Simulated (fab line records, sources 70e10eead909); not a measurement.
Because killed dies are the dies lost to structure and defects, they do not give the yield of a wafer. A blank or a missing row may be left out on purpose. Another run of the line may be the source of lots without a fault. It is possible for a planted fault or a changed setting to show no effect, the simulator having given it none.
Chamber matching    flow nandHarc    4 sister chambers for NHARC_A_SLIT_ETCH_29 on rieDiel-07
The step etches the open film in CF4/O2, target depth 100 nm, overetch 10 nm, time 55 s. 8 wafers are shown with their chamber, then 8 later ones without.

## WAFERS PAIRED WITH THEIR CHAMBERS
wafer   chamber  drypumpMotorCurrentA (A)  rfVppV (V)
L079.2  1        5.6                       199.8
L079.4  0        4.9                       196.8
L082.2  0        4.8                       195.8
L082.5  2        6.1                       199.2
L084.1  3        5.8                       198.1
L084.2  1        5.6                       200.5
L084.6  2        6.1                       198.8
L085.2  3        5.8                       196.8

## WAFERS WITHOUT THEIR CHAMBER
wafer   drypumpMotorCurrentA (A)  rfVppV (V)
L085.3  6.0                       199.0
L085.5  5.6                       199.6
L092.1  5.8                       198.9
L092.2  5.6                       199.7
L092.4  5.6                       200.2
L097.1  6.0                       200.3
L097.2  5.6                       200.2
L097.4  6.0                       197.8

## WHICH CHAMBER EACH ONE RAN IN
wafer   from the rows above  in truth
L085.3  2                    2
L085.5  1                    1
L092.1  3                    3
L092.2  1                    1
L092.4  1                    1
L097.1  2                    2
L097.2  1                    1
L097.4  2                    2
Correct placement for 8 of the 8. Left unplaced by these rows: 0. Number placed wrongly: 0.
How it was worked out, from the rows above alone: a wafer's distance from a chamber is the root of the sum, over the readings, of the square of ((its reading less the chamber's mean) divided by the reading's scatter). If the next closest chamber is less than 2 further off than the closest, the wafer can't be placed; otherwise it belongs to the closest. Each chamber's mean is taken over the wafers shown for it. The scatter is the square root of a quotient: the sum, over the shown wafers, of each reading's squared deviation from its chamber's mean, divided by wafers minus chambers.
